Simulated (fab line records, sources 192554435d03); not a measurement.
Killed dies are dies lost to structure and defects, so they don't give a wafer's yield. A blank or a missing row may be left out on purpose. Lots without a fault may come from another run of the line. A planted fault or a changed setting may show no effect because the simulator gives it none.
Split-lot experiment | flow n5_finfet | 7 lots, 39 wafers read, on a route of 1938 steps

THE SPLIT
At N5_GATE_CUT_HM_DEP_46 (deposits SiO2 from TEOS/O2, target thk 130 nm, time 26.6 s), the setting target_thk_a was moved away from the recipe's 1300 angstrom on 9 of the 39 wafers read, by -11.8% to +9.5%. The other wafers ran this setting at the recipe's value.

The reading is taken at the split's own step.

THE READING
SiO2_of_GATE_CUT_HM_DEP_46.thk_nm (the simulator's own value, which no gauge read), in nm, at N5_GATE_CUT_HM_DEP_46 (deposits SiO2 from TEOS/O2, target thk 130 nm, time 26.6 s). The file gives no usual value for it. The 30 wafers here that ran the recipe average 131.0 nm, standard deviation 2 nm.

wafer  | tool, chamber at the split | target_thk_a as run, angstrom | against the recipe | SiO2_of_GATE_CUT_HM_DEP_46.thk_nm, nm | against lot-mates on the recipe
L078.1 | pecvd-04, 2                | 1300                          | recipe             | 132.4                                 | -
L078.2 | pecvd-04, 0                | 1300                          | recipe             | 132.2                                 | -
L078.3 | pecvd-04, 1                | 1300                          | recipe             | 131.2                                 | -
L078.4 | pecvd-04, 1                | 1300                          | recipe             | 133.4                                 | -
L078.5 | pecvd-04, 2                | 1300                          | recipe             | 133.2                                 | -
L078.6 | pecvd-04, 0                | 1300                          | recipe             | 132.6                                 | -
L082.1 | pecvd-04, 1                | 1300                          | recipe             | 130.8                                 | -
L082.2 | pecvd-04, 0                | 1300                          | recipe             | 131.2                                 | -
L082.3 | pecvd-04, 2                | 1146                          | -11.8%             | 115.6                                 | -16.1
L082.4 | pecvd-04, 2                | 1146                          | -11.8%             | 118.2                                 | -13.5
L082.5 | pecvd-04, 0                | 1300                          | recipe             | 133                                   | -
L082.6 | pecvd-04, 1                | 1146                          | -11.8%             | 117.6                                 | -14.1
L085.1 | pecvd-03, 2,1              | 1300                          | recipe             | 130.4                                 | -
L085.3 | pecvd-03, 2,1              | 1300                          | recipe             | 130.4                                 | -
L085.2 | pecvd-03, 0                | 1300                          | recipe             | 129.8                                 | -
L085.4 | pecvd-03, 0                | 1300                          | recipe             | 131.6                                 | -
L085.5 | pecvd-03, 2                | 1300                          | recipe             | 131.8                                 | -
L085.6 | pecvd-03, 1                | 1300                          | recipe             | 133                                   | -
L093.1 | pecvd-04, 2                | 1300                          | recipe             | 129                                   | -
L093.2 | pecvd-04, 1                | 1397                          | +7.5%              | 138.8                                 | +9.4
L093.3 | pecvd-04, 0                | 1300                          | recipe             | 128.6                                 | -
L093.4 | pecvd-04, 0                | 1300                          | recipe             | 130.6                                 | -
L093.5 | pecvd-04, 1,2              | 1397                          | +7.5%              | 141                                   | +11.6
L093.6 | pecvd-04, 1,2              | 1397                          | +7.5%              | 141                                   | +11.6
L094.1 | pecvd-01, 0                | 1300                          | recipe             | 128.8                                 | -
L094.2 | pecvd-01, 1                | 1300                          | recipe             | 128                                   | -
L094.3 | pecvd-01, 2                | 1300                          | recipe             | 128.4                                 | -
L094.4 | pecvd-01, 2                | 1300                          | recipe             | 130                                   | -
L094.5 | pecvd-01, 1                | 1300                          | recipe             | 133.8                                 | -
L094.6 | pecvd-01, 0                | 1300                          | recipe             | 130.2                                 | -
L095.1 | pecvd-04, 1                | 1300                          | recipe             | 127.8                                 | -
L095.2 | pecvd-04, 0                | 1300                          | recipe             | 127.2                                 | -
L095.3 | pecvd-04, 1                | 1423                          | +9.5%              | 143.4                                 | +15.0
L095.4 | pecvd-04, 0                | 1423                          | +9.5%              | 142.6                                 | +14.2
L095.5 | pecvd-04, 1                | 1423                          | +9.5%              | 143.2                                 | +14.8
L095.6 | pecvd-04, 0                | 1300                          | recipe             | 130.2                                 | -
L097.4 | pecvd-03, 1                | 1300                          | recipe             | 135.2                                 | -
L097.5 | pecvd-03, 0                | 1300                          | recipe             | 133.4                                 | -
L097.6 | pecvd-03, 2                | 1300                          | recipe             | 131.2                                 | -
Where a row lists several chambers, the file gives one row for several wafers and doesn't say which wafer went through which chamber.

THE FIT
A straight line over all 39 wafers: SiO2_of_GATE_CUT_HM_DEP_46.thk_nm changes by +1.22 nm for each +1% of target_thk_a; r = +0.95; the points scatter about the line by 1.8 nm.
The same after taking each lot's own level away (the mean of its wafers on the recipe; 39 wafers): +1.37 nm for each +1%; r = +0.98; scatter 1.4 nm.
On that fit, the largest move of target_thk_a shifts the reading by 16 nm.
The lots' own levels span 128.40 to 133.27 nm, that is 2.5 times the standard deviation above.
So the lot-to-lot level changes the slope: the two fits differ.
Check: with one of the wafers moved furthest among these (-11.8%) left out of the fit, the line predicts -15.8 nm for it against its lot-mates. It came out at -16.1 nm against them.

OTHER SPLITS ON THESE WAFERS
These wafers also went through other splits before the reading. Each is held against what the fit with the lots' levels taken away leaves over:
other split on the same wafers  | wafers away from the commonest value | r with SiO2_of_GATE_CUT_HM_DEP_46.thk_nm (lot level and that fit taken away)
N5_DUMMY_GATE_EXPOSE_12 dose_mj | 18                                   | -0.14
N5_HKMG_FIN_ETCH_35 time_s      | 15                                   | -0.23

THE FILE'S OWN FIT
SiO2_of_GATE_CUT_HM_DEP_46.thk_nm changes by +1.37 nm for each +1% of target_thk_a, r = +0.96.
